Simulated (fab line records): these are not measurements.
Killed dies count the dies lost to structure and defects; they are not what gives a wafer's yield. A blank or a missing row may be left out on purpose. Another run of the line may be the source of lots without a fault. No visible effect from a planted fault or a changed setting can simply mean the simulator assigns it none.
Which of the tools did it? || flow nand harc || 30 wafers from 10 lots sampled at 5 of the route's 1159 steps

== WHAT EACH GAUGE READ, for each wafer ==
NHARC_HYBRID_BOND_OVL_MEAS_05.
{"lot": "L334", "measured": "day 19 06:46", "on": "overlay-01", "overlay x nm (nm)": "-6 18 23", "overlay y nm (nm)": "56 22 26"}
{"lot": "L337", "measured": "day 19 13:43", "on": "overlay-01", "overlay x nm (nm)": "18 -1 14", "overlay y nm (nm)": "46 41 -15"}
{"lot": "L336", "measured": "day 19 13:43", "on": "overlay-02", "overlay x nm (nm)": "-3 -5 0", "overlay y nm (nm)": "44 -39 9"}
{"lot": "L335", "measured": "day 19 18:48", "on": "overlay-01", "overlay x nm (nm)": "10 -25 30", "overlay y nm (nm)": "25 -41 -37"}
{"lot": "L344", "measured": "day 21 09:23", "on": "overlay-01", "overlay x nm (nm)": "8 10", "overlay y nm (nm)": "14 -58"}
{"lot": "L347", "measured": "day 21 13:43", "on": "overlay-02", "overlay x nm (nm)": "-5 8 23", "overlay y nm (nm)": "-85 4 -15"}
{"lot": "L349", "measured": "day 21 13:43", "on": "overlay-01", "overlay x nm (nm)": "23 32 -90", "overlay y nm (nm)": "-25 39 -42"}
{"lot": "L354", "measured": "day 23 22:15", "on": "overlay-01", "overlay x nm (nm)": "5 -10 -20", "overlay y nm (nm)": "-23 -32 -8"}
{"lot": "L355", "measured": "day 24 03:55", "on": "overlay-01", "overlay x nm (nm)": "-8 40 -3", "overlay y nm (nm)": "-30 -51 -17"}
{"lot": "L357", "measured": "day 24 03:55", "on": "overlay-01", "overlay x nm (nm)": "4 22 -24", "overlay y nm (nm)": "-8 -24 -57"}

NHARC_THIN_TSV_INSPECT_40.
{"lot": "L334", "measured": "day 19 22:07", "on": "defect inspect-02", "raw defect count": "439 436 385"}
{"lot": "L337", "measured": "day 20 05:16", "on": "defect inspect-01", "raw defect count": "686 531 494"}
{"lot": "L336", "measured": "day 20 05:16", "on": "defect inspect-02", "raw defect count": "546 365 385"}
{"lot": "L335", "measured": "day 20 11:49", "on": "defect inspect-02", "raw defect count": "424 500 425"}
{"lot": "L344", "measured": "day 22 00:35", "on": "defect inspect-02", "raw defect count": "733 562"}
{"lot": "L347", "measured": "day 22 04:14", "on": "defect inspect-02", "raw defect count": "463 384 422"}
{"lot": "L349", "measured": "day 22 04:14", "on": "defect inspect-01", "raw defect count": "569 524 449"}
{"lot": "L354", "measured": "day 24 12:47", "on": "defect inspect-02", "raw defect count": "554 465 630"}
{"lot": "L355", "measured": "day 24 18:03", "on": "defect inspect-02", "raw defect count": "574 545 567"}
{"lot": "L357", "measured": "day 24 18:03", "on": "defect inspect-01", "raw defect count": "496 605 739"}

NHARC_END_SORT_01.
{"lot": "L334", "measured": "day 20 03:33", "on": "prober-01", "defect limited yield (%)": "97.0 96.2 96.5", "killed at array": "18 21 18", "killed at other": "0 0 3", "killed at periphery": "2 5 3", "killed dies": "20 26 24", "killed open": "3 1 2", "killed short": "2 2 3", "sort_bin_2_pct (%)": "1.2 1.2 1.2", "sort_bin_3_pct (%)": "0 0.30 0.44", "sort_bin_4_pct (%)": "1.8 2.4 1.9", "sort n pass": "657 651 653", "sort rim yield pct (%)": "95.3 93.4 95.3", "sort yield pct (%)": "97.0 96.2 96.5"}
{"lot": "L337", "measured": "day 20 16:45", "on": "prober-01", "defect limited yield (%)": "97.2 96.2 97.2", "killed at array": "15 23 14", "killed at other": "0 0 1", "killed at periphery": "4 3 4", "killed dies": "19 26 19", "killed open": "2 3 2", "killed short": "3 1 3", "sort_bin_2_pct (%)": "1.2 1.3 0.9", "sort_bin_3_pct (%)": "0 0.15 0", "sort_bin_4_pct (%)": "1.6 2.4 1.9", "sort n pass": "658 651 658", "sort rim yield pct (%)": "98.1 93.4 99.1", "sort yield pct (%)": "97.2 96.2 97.2"}
{"lot": "L336", "measured": "day 20 11:52", "on": "prober-02", "defect limited yield (%)": "96.2 95.6 95.3", "killed at array": "17 21 23", "killed at other": "1 0 0", "killed at periphery": "8 9 9", "killed dies": "26 30 32", "killed open": "2 3 5", "killed short": "0 0 1", "sort_bin_2_pct (%)": "1.2 1.5 1.8", "sort_bin_3_pct (%)": "0 0.30 0.30", "sort_bin_4_pct (%)": "2.7 2.7 2.7", "sort n pass": "651 647 645", "sort rim yield pct (%)": "96.2 92.5 98.1", "sort yield pct (%)": "96.2 95.6 95.3"}
{"lot": "L335", "measured": "day 20 17:59", "on": "prober-02", "defect limited yield (%)": "96.8 95.4 96.0", "killed at array": "16 25 24", "killed at other": "0 0 0", "killed at periphery": "6 6 3", "killed dies": "22 31 27", "killed open": "4 6 3", "killed short": "2 3 2", "sort_bin_2_pct (%)": "0.6 1.0 1.2", "sort_bin_3_pct (%)": "0.30 0.30 0.30", "sort_bin_4_pct (%)": "2.4 3.2 2.5", "sort n pass": "655 646 650", "sort rim yield pct (%)": "98.1 92.5 95.3", "sort yield pct (%)": "96.8 95.4 96.0"}
{"lot": "L344", "measured": "day 22 03:38", "on": "prober-02", "defect limited yield (%)": "96.0 0 94.8", "killed at array": "20 674 27", "killed at other": "0 0 0", "killed at periphery": "7 3 8", "killed dies": "27 677 35", "killed open": "0 5 6", "killed short": "2 0 1", "sort_bin_2_pct (%)": "1.0 97.5 1.5", "sort_bin_3_pct (%)": "0.15 0.30 0.30", "sort_bin_4_pct (%)": "2.8 2.2 3.4", "sort n pass": "650 0 642", "sort rim yield pct (%)": "99.1 0 92.5", "sort yield pct (%)": "96.0 0 94.8"}
{"lot": "L347", "measured": "day 22 11:24", "on": "prober-01", "defect limited yield (%)": "96.9 94.7 95.7", "killed at array": "17 31 24", "killed at other": "0 0 1", "killed at periphery": "4 5 4", "killed dies": "21 36 29", "killed open": "3 0 4", "killed short": "1 2 2", "sort_bin_2_pct (%)": "0.7 1.8 1.3", "sort_bin_3_pct (%)": "0 0.44 0", "sort_bin_4_pct (%)": "2.4 3.1 3.0", "sort n pass": "656 641 648", "sort rim yield pct (%)": "97.2 96.2 90.6", "sort yield pct (%)": "96.9 94.7 95.7"}
{"lot": "L349", "measured": "day 22 21:35", "on": "prober-01", "defect limited yield (%)": "96.8 97.5 97.0", "killed at array": "18 16 16", "killed at other": "0 0 0", "killed at periphery": "4 1 4", "killed dies": "22 17 20", "killed open": "6 3 7", "killed short": "1 3 1", "sort_bin_2_pct (%)": "1.2 1.2 0.7", "sort_bin_3_pct (%)": "0.30 0 0.15", "sort_bin_4_pct (%)": "1.8 1.3 2.1", "sort n pass": "655 660 657", "sort rim yield pct (%)": "99.1 97.2 97.2", "sort yield pct (%)": "96.8 97.5 97.0"}
{"lot": "L354", "measured": "day 24 17:08", "on": "prober-01", "defect limited yield (%)": "92.9 95.1 94.8", "killed at array": "45 32 31", "killed at other": "0 0 0", "killed at periphery": "3 1 4", "killed dies": "48 33 35", "killed open": "4 0 3", "killed short": "1 1 1", "sort_bin_2_pct (%)": "2.2 2.2 2.2", "sort_bin_3_pct (%)": "0 0.15 0.44", "sort_bin_4_pct (%)": "4.9 2.5 2.5", "sort n pass": "629 644 642", "sort rim yield pct (%)": "96.2 91.5 94.3", "sort yield pct (%)": "92.9 95.1 94.8"}
{"lot": "L355", "measured": "day 24 22:44", "on": "prober-02", "defect limited yield (%)": "92.2 94.2 91.0", "killed at array": "50 33 57", "killed at other": "1 3 2", "killed at periphery": "2 3 2", "killed dies": "53 39 61", "killed open": "3 2 5", "killed short": "2 3 1", "sort_bin_2_pct (%)": "2.7 2.1 2.7", "sort_bin_3_pct (%)": "0.74 0 0.89", "sort_bin_4_pct (%)": "4.4 3.7 5.5", "sort n pass": "624 638 616", "sort rim yield pct (%)": "91.5 94.3 97.2", "sort yield pct (%)": "92.2 94.2 91.0"}
{"lot": "L357", "measured": "day 25 00:58", "on": "prober-01", "defect limited yield (%)": "94.8 93.1 93.5", "killed at array": "28 46 39", "killed at other": "2 0 2", "killed at periphery": "5 1 3", "killed dies": "35 47 44", "killed open": "6 2 5", "killed short": "3 3 1", "sort_bin_2_pct (%)": "1.3 2.7 1.0", "sort_bin_3_pct (%)": "0.15 0 0.44", "sort_bin_4_pct (%)": "3.7 4.3 5.0", "sort n pass": "642 630 633", "sort rim yield pct (%)": "93.4 97.2 97.2", "sort yield pct (%)": "94.8 93.1 93.5"}

== WHICH TOOL RAN EACH LOT (tool, then ch and the chambers of the sampled wafers, then the start) ==
{"lot": "L334", "NHARC_A_M1_ANNEAL_31": "rtp anneal-02 ch 0, day 18 14:20", "NHARC_A_BONDPAD_PVD_27": "pvd sputter-03, day 18 19:28"}
{"lot": "L337", "NHARC_A_M1_ANNEAL_31": "rtp anneal-02 ch 0, day 18 21:14", "NHARC_A_BONDPAD_PVD_27": "pvd sputter-02, day 19 01:24"}
{"lot": "L336", "NHARC_A_M1_ANNEAL_31": "rtp anneal-01 ch 0, day 19 02:16", "NHARC_A_BONDPAD_PVD_27": "pvd sputter-01, day 19 06:10"}
{"lot": "L335", "NHARC_A_M1_ANNEAL_31": "rtp anneal-01 ch 0, day 19 02:59", "NHARC_A_BONDPAD_PVD_27": "pvd sputter-02, day 19 07:01"}
{"lot": "L344", "NHARC_A_M1_ANNEAL_31": "rtp anneal-01 ch 0, day 20 16:47", "NHARC_A_BONDPAD_PVD_27": "pvd sputter-02, day 20 20:46"}
{"lot": "L347", "NHARC_A_M1_ANNEAL_31": "rtp anneal-01 ch 0, day 20 22:25", "NHARC_A_BONDPAD_PVD_27": "pvd sputter-01, day 21 02:34"}
{"lot": "L349", "NHARC_A_M1_ANNEAL_31": "rtp anneal-02 ch 0, day 21 00:44", "NHARC_A_BONDPAD_PVD_27": "pvd sputter-01, day 21 04:43"}
{"lot": "L354", "NHARC_A_M1_ANNEAL_31": "rtp anneal-01 ch 0, day 23 06:03", "NHARC_A_BONDPAD_PVD_27": "pvd sputter-01, day 23 10:13"}
{"lot": "L355", "NHARC_A_M1_ANNEAL_31": "rtp anneal-01 ch 0, day 23 12:46", "NHARC_A_BONDPAD_PVD_27": "pvd sputter-03, day 23 16:49"}
{"lot": "L357", "NHARC_A_M1_ANNEAL_31": "rtp anneal-02 ch 0, day 23 13:35", "NHARC_A_BONDPAD_PVD_27": "pvd sputter-03, day 23 17:35"}
- NHARC_A_M1_ANNEAL_31: time 90 s.
- NHARC_A_BONDPAD_PVD_27: deposits Cu, target thk 30 nm, time 20.49 s.

== WHAT THE TOOLS THEMSELVES READ (means of the sampled wafers that have a number; where no wafer has one, the mark that the record gives instead) ==
NHARC_A_M1_ANNEAL_31.
{"lot": "L334", "tool": "rtp anneal-02", "wafer_temp_C_max": 226.7}
{"lot": "L337", "tool": "rtp anneal-02", "wafer_temp_C_max": 226.6}
{"lot": "L336", "tool": "rtp anneal-01", "wafer_temp_C_max": 225.6}
{"lot": "L335", "tool": "rtp anneal-01", "wafer_temp_C_max": 225.5}
{"lot": "L344", "tool": "rtp anneal-01", "wafer_temp_C_max": 225.6}
{"lot": "L347", "tool": "rtp anneal-01", "wafer_temp_C_max": 225.7}
{"lot": "L349", "tool": "rtp anneal-02", "wafer_temp_C_max": 226.7}
{"lot": "L354", "tool": "rtp anneal-01", "wafer_temp_C_max": 225.7}
{"lot": "L355", "tool": "rtp anneal-01", "wafer_temp_C_max": 225.6}
{"lot": "L357", "tool": "rtp anneal-02", "wafer_temp_C_max": 226.6}

NHARC_A_BONDPAD_PVD_27.
{"lot": "L334", "tool": "pvd sputter-03", "chamber pressure pa (Pa)": 5.009, "throttle valve pct (%)": 29.6}
{"lot": "L337", "tool": "pvd sputter-02", "chamber pressure pa (Pa)": 5.000, "throttle valve pct (%)": 29.7}
{"lot": "L336", "tool": "pvd sputter-01", "chamber pressure pa (Pa)": 5.002, "throttle valve pct (%)": 31.7}
{"lot": "L335", "tool": "pvd sputter-02", "chamber pressure pa (Pa)": 5.004, "throttle valve pct (%)": 29.9}
{"lot": "L344", "tool": "pvd sputter-02", "chamber pressure pa (Pa)": 5.002, "throttle valve pct (%)": 29.6}
{"lot": "L347", "tool": "pvd sputter-01", "chamber pressure pa (Pa)": 5.006, "throttle valve pct (%)": 31.2}
{"lot": "L349", "tool": "pvd sputter-01", "chamber pressure pa (Pa)": 5.004, "throttle valve pct (%)": 30.1}
{"lot": "L354", "tool": "pvd sputter-01", "chamber pressure pa (Pa)": 4.994, "throttle valve pct (%)": 29.8}
{"lot": "L355", "tool": "pvd sputter-03", "chamber pressure pa (Pa)": 4.994, "throttle valve pct (%)": 30.1}
{"lot": "L357", "tool": "pvd sputter-03", "chamber pressure pa (Pa)": 4.996, "throttle valve pct (%)": 29.4}

== THE ANSWER, worked out from the rows above alone ==
Rule: what is usual is taken from the lots themselves. Put in order of their means at a reading, lots are off if they are a third of the lots or fewer, leave a main group of 4 or more, and stand apart from it by a gap of 3 or more times the standard deviation of the main group's means; of several such gaps the widest counts. The tables above print the reading to a certain number of digits; a main group whose means all agree to those digits is not used. A lot without any number at a reading at which 4 lots or more have one is off too. The other lots that the step has rows for count as sound. First the gauges in route order, then the tools' own readings, where a lot's mean is used as printed above. At the first step where some lot is off, the reading lying furthest off is the one used; lots without a number count as furthest.
Off, at NHARC_END_SORT_01 on sort_bin_2_pct: L344. For the main group the mean is 1.5 % and the standard deviation 0.51.
If a tool, at a process step before that reading, ran all the lots that are off and no sound lot after the first of them, it fits. Those tools and the gauges at NHARC_END_SORT_01 are tried in the same way. One candidate fits, namely pvd sputter-02 at NHARC_A_BONDPAD_PVD_27. A fault onset in the window from L335 (day 19 07:01, its last sound lot) to L344 (day 20 20:46, its first lot off) fits.

== WHAT HAD BEEN PUT IN BY THE SIMULATOR ==
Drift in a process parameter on pvd sputter-02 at NHARC_A_BONDPAD_PVD_27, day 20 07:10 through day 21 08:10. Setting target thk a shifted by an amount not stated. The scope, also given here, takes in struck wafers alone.
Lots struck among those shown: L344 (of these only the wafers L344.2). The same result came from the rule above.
